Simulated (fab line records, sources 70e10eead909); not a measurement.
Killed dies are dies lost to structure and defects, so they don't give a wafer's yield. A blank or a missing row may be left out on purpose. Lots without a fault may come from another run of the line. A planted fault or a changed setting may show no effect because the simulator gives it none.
fab line records | flow nand_harc | part 2 of 2: steps 25 to 34 of 34
record lots=5 wafers=15 last_day=32
route steps=1302 shown P_ZERO_WELL@29
lots that met no fault: from a run of the same line without faults
start_h: hours from the record's first day to the start of the lot's first wafer shown | wait_h: hours since the lot's step before | " the same as in the row above | L1.1+2: a row that stands for several wafers | - no value, or no start given | * or withheld: withheld | < > ~ a bound
route shown NAME@n: a module of which the file shows steps, and the number in the route of the first | usual: mean/standard deviation of fault-free wafers | same: alike in all rows | chamber/n: place in a boat | sites: the reading at each site | _std_site: their standard deviation | _edge_site: outer sites' mean less inner sites' | radius_mm: how far each site lies from the wafer's centre | mask NAME#n: copy n | behind: the tool/chamber that last shaped the wafer | hold: why the lot was held/for how many hours/how that ended | device: the transistor (n, p or np) that didn't switch | end of line: the same wafers' tests at the end of the route | a step without rows: its recipe alone | killed: dies lost to structure and defects at the first sort, not the wafer's yield | map: a wafer's dies, x killed, . not, _ none there
set.NAME: the setting as run; set.NAME@STEP: as run at that earlier step | model.NAME: the simulator's own value behind a step, which no gauge read
lots at some steps of the route; a table a step, a row a wafer
services: from which hour (start_h, from the record's first day; less than 0 if before it) a tool's chamber was out of use, for how many hours, and why
## steps
# step NHARC_P_ZERO_WELL_COAT_46
# recipe spin_rpm=withheld
# usual chill_plate_temp_C=23.02/0.11
# columns lot.wafer tool chamber start_h wait_h chill_plate_temp_C
L080.3 litho_track-05 0 - - 23.01
L080.4 " 0 " " 23.18
L080.5 " 0 " " 23.08
L083.1 litho_track-02 0 - - 23.05
L083.2 " 0 " " 22.97
L083.6 " 0 " " 23.11
L084.1 litho_track-03 0 - - 22.86
L084.4 " 0 " " 23.06
L084.5 " 0 " " 23.06
L090.2 litho_track-05 0 - - 23.13
L090.3 " 0 " " 23.03
L090.4 " 0 " " 23.02
L096.1 litho_track-03 0 - - 23.13
L096.2 " 0 " " 23.05
L096.3 " 0 " " 23.02
# step NHARC_P_ZERO_WELL_SOFTBAKE_47
# recipe temp_c=122 time_s=95
# usual chill_plate_temp_C=23.02/0.1
# columns lot.wafer tool chamber start_h wait_h chill_plate_temp_C
L080.3 litho_track-05 0 - - 23.05
L080.4 " 0 " " 22.87
L080.5 " 0 " " 22.80
L083.1 litho_track-02 0 - - 23.04
L083.2 " 0 " " 23.15
L083.6 " 0 " " 23.18
L084.1 litho_track-03 0 - - 23.07
L084.4 " 0 " " 22.91
L084.5 " 0 " " 23.04
L090.2 litho_track-05 0 - - 23.07
L090.3 " 0 " " 23.03
L090.4 " 0 " " 23.24
L096.1 litho_track-03 0 - - 23.04
L096.2 " 0 " " 22.93
L096.3 " 0 " " 22.89
# step NHARC_P_ZERO_WELL_EBR_48
# usual chill_plate_temp_C=23.03/0.097
# columns lot.wafer tool chamber start_h wait_h chill_plate_temp_C
L080.3 litho_track-05 0 - - 23.12
L080.4 " 0 " " 22.99
L080.5 " 0 " " 22.95
L083.1 litho_track-02 0 - - 23.03
L083.2 " 0 " " 22.98
L083.6 " 0 " " 22.93
L084.1 litho_track-03 0 - - 23.00
L084.4 " 0 " " 23.09
L084.5 " 0 " " 23.09
L090.2 litho_track-05 0 - - 22.97
L090.3 " 0 " " 22.97
L090.4 " 0 " " 23.08
L096.1 litho_track-03 0 - - 23.04
L096.2 " 0 " " 22.89
L096.3 " 0 " " 22.96
# step NHARC_P_ZERO_WELL_EXPOSE_49
# recipe na=0.6 target_cd_nm=2000 dose_mj=22.64 mask_id=P_HVPW
# columns lot.wafer tool chamber start_h wait_h mask
L080.3+4+5 krf_scanner-04 0 85.45 - P_HVPW#0
L083.1+2+6 krf_scanner-01 0 115.58 - P_HVPW#0
L084.1+4+5 krf_scanner-04 0 125.66 - P_HVPW#0
L090.2+3+4 krf_scanner-03 0 186.13 - P_HVPW#0
L096.1+2+3 krf_scanner-04 0 245.73 - P_HVPW#0
# step NHARC_P_ZERO_WELL_PEB_50
# recipe peb_temp_c=118 peb_time_s=85
# usual chill_plate_temp_C=22.99/0.13
# columns lot.wafer tool chamber start_h wait_h chill_plate_temp_C
L080.3 litho_track-03 0 85.51 0.1 22.96
L080.4 " 0 " " 23.03
L080.5 " 0 " " 22.84
L083.1 litho_track-03 0 115.65 0.1 22.95
L083.2 " 0 " " 22.89
L083.6 " 0 " " 23.07
L084.1 litho_track-03 0 125.72 0.1 23.10
L084.4 " 0 " " 22.90
L084.5 " 0 " " 23.02
L090.2 litho_track-03 0 186.19 0.1 22.92
L090.3 " 0 " " 23.01
L090.4 " 0 " " 23.01
L096.1 litho_track-05 0 245.79 0.1 23.07
L096.2 " 0 " " 23.08
L096.3 " 0 " " 22.96
# step NHARC_P_ZERO_WELL_DEVELOP_51
# recipe time_s=70
# usual chill_plate_temp_C=22.99/0.11
# columns lot.wafer tool chamber start_h wait_h chill_plate_temp_C
L080.3 litho_track-03 0 - - 22.92
L080.4 " 0 " " 23.15
L080.5 " 0 " " 22.94
L083.1 litho_track-03 0 - - 22.79
L083.2 " 0 " " 22.92
L083.6 " 0 " " 23.02
L084.1 litho_track-03 0 - - 23.14
L084.4 " 0 " " 23.02
L084.5 " 0 " " 23.06
L090.2 litho_track-03 0 - - 22.96
L090.3 " 0 " " 22.88
L090.4 " 0 " " 22.89
L096.1 litho_track-05 0 - - 22.96
L096.2 " 0 " " 22.84
L096.3 " 0 " " 22.95
# step NHARC_P_ZERO_WELL_CD_MEAS_52
# recipe target_cd_nm=2000 landing_energy_ev=500
# usual cd_nm=2000.0/1.4
# columns lot.wafer tool chamber start_h wait_h cd_nm
L080.3 cd_sem-03 0 85.61 - 1997.5
L080.4 " 0 " " 1996.6
L080.5 " 0 " " 1999.0
L083.1 cd_sem-03 0 115.74 - 2001.7
L083.2 " 0 " " 2001.8
L083.6 " 0 " " 2001.0
L084.1 cd_sem-02 0 125.81 - 1999.8
L084.4 " 0 " " 1997.5
L084.5 " 0 " " 1998.9
L090.2 cd_sem-03 0 186.28 - 1998.6
L090.3 " 0 " " 2000.2
L090.4 " 0 " " 2000.0
L096.1 cd_sem-03 0 245.88 - 1999.5
L096.2 " 0 " " 2001.3
L096.3 " 0 " " 1999.9
# step NHARC_P_ZERO_WELL_HARDBAKE_53
# recipe temp_c=125 time_s=80
# usual chill_plate_temp_C=23.00/0.09
# columns lot.wafer tool chamber start_h wait_h chill_plate_temp_C
L080.3 litho_track-02 0 85.69 - 23.07
L080.4 " 0 " " 23.06
L080.5 " 0 " " 22.83
L083.1 litho_track-05 0 115.82 - 22.88
L083.2 " 0 " " 22.95
L083.6 " 0 " " 22.93
L084.1 litho_track-02 0 125.89 - 22.91
L084.4 " 0 " " 22.80
L084.5 " 0 " " 22.87
L090.2 litho_track-02 0 186.36 - 22.80
L090.3 " 0 " " 22.82
L090.4 " 0 " " 22.93
L096.1 litho_track-02 0 245.96 - 22.94
L096.2 " 0 " " 23.07
L096.3 " 0 " " 23.09
# step NHARC_P_ZERO_WELL_DESCUM_54
# recipe time_s=3 o2_flow_sccm=200 ar_flow_sccm=0 bias_power_w=0 chemistry=O2
# usual drypump_motor_current_A=5.59/0.29 oes_product_au=1.001/0.008 rf_vpp_V=57.8/0.95 showerhead_plenum_p_Torr=1.93/0.091 throttle_valve_pct=11.312/0.0084
# columns lot.wafer tool chamber start_h wait_h drypump_motor_current_A oes_product_au rf_hours_counter_h rf_vpp_V showerhead_plenum_p_Torr throttle_valve_pct
L080.3 rie_diel-09 1 85.79 - 5.67 0.992 32 57.9 2.07 11.310
L080.4 " 0 " " 5.77 1.007 43 57.3 2.02 11.305
L080.5 " 2 " " 5.74 1.005 - 57.6 1.92 11.309
L083.1 rie_diel-09 3 116.32 - 5.20 1.020 47 56.1 1.94 11.312
L083.2 " 0 " " 5.78 1.002 52 57.6 2.02 11.299
L083.6 " 2 " " 5.73 1.016 - 57.9 1.91 11.316
L084.4 rie_diel-09 2 125.99 - 5.76 1.013 41 58.5 1.91 11.318
L084.1 " 0 " " 5.78 0.999 55 58.5 2.02 11.324
L084.5 " 2 " " 5.75 1.000 - 58.9 1.91 11.317
L090.3 rie_diel-06 2 186.44 - 5.80 1.009 15 58.3 2.05 11.307
L090.2 " 3 " " 5.81 1.012 15 58.9 1.98 11.313
L090.4 " 1 " " 5.29 1.004 14 58.6 1.82 11.328
L096.2 rie_diel-02 0 246.04 - 5.25 0.994 4 58.9 1.85 11.310
L096.3 " 2 " " 5.73 0.991 5 57.9 1.96 11.318
L096.1 " 3 " " 5.13 0.992 4 57.6 1.77 11.320
# step NHARC_P_ZERO_WELL_IMPLANT_55
# recipe energy_kev=180 dose_cm2=8e+11 tilt_deg=7
# usual beam_on_s=10.01/0.21 end_station_pressure_torr=5.04e-06/2.6e-07
# columns lot.wafer tool chamber start_h wait_h beam_on_s end_station_pressure_torr
L080.3 implanter-02 0 86.00 0.2 10.25 4.82e-06
L080.4 " 0 " " 9.81 5.03e-06
L080.5 " 0 " " 10.07 5.22e-06
L083.1 implanter-01 0 116.44 0.1 10.32 5.12e-06
L083.2 " 0 " " 10.10 5.05e-06
L083.6 " 0 " " 10.33 5.32e-06
L084.1 implanter-01 0 126.12 0.1 10.07 4.99e-06
L084.4 " 0 " " 10.07 5.36e-06
L084.5 " 0 " " 10.13 4.93e-06
L090.2 implanter-01 0 186.61 0.2 9.90 5.14e-06
L090.3 " 0 " " 9.59 5.42e-06
L090.4 " 0 " " 9.86 4.98e-06
L096.1 implanter-02 0 246.20 0.1 9.83 5.22e-06
L096.2 " 0 " " 9.83 4.64e-06
L096.3 " 0 " " 10.13 4.95e-06
## services
# columns tool chamber start_h hours kind
rie_diel-06 1 62.35 5.4 repair
implanter-01 - 67.33 2.2 repair
rie_diel-09 1 71.21 3.1 repair
litho_track-03 - 100.00 7.0 pm
rie_diel-06 3 103.02 2.6 repair
rie_diel-02 0 116.83 3.3 repair
rie_diel-02 2 118.69 5.4 repair
litho_track-05 - 124.00 7.0 pm
rie_diel-06 - 131.31 9.0 pm
rie_diel-09 3 135.27 6.5 repair
implanter-01 - 141.81 3.2 repair
rie_diel-09 - 143.34 9.0 pm
implanter-01 - 145.54 0.9 repair
implanter-02 - 146.00 13.0 pm
implanter-02 - 164.18 3.6 repair
rie_diel-09 - 166.13 0.6 repair
krf_scanner-04 - 169.28 23.8 repair
implanter-01 - 187.78 1.3 repair
implanter-02 - 205.98 1.0 repair
wet_bench-03 - 210.43 8.0 pm
rie_diel-02 - 217.54 9.0 pm
rie_diel-06 2 221.09 7.0 repair
implanter-02 - 224.36 1.2 repair
litho_track-02 - 227.00 7.0 pm
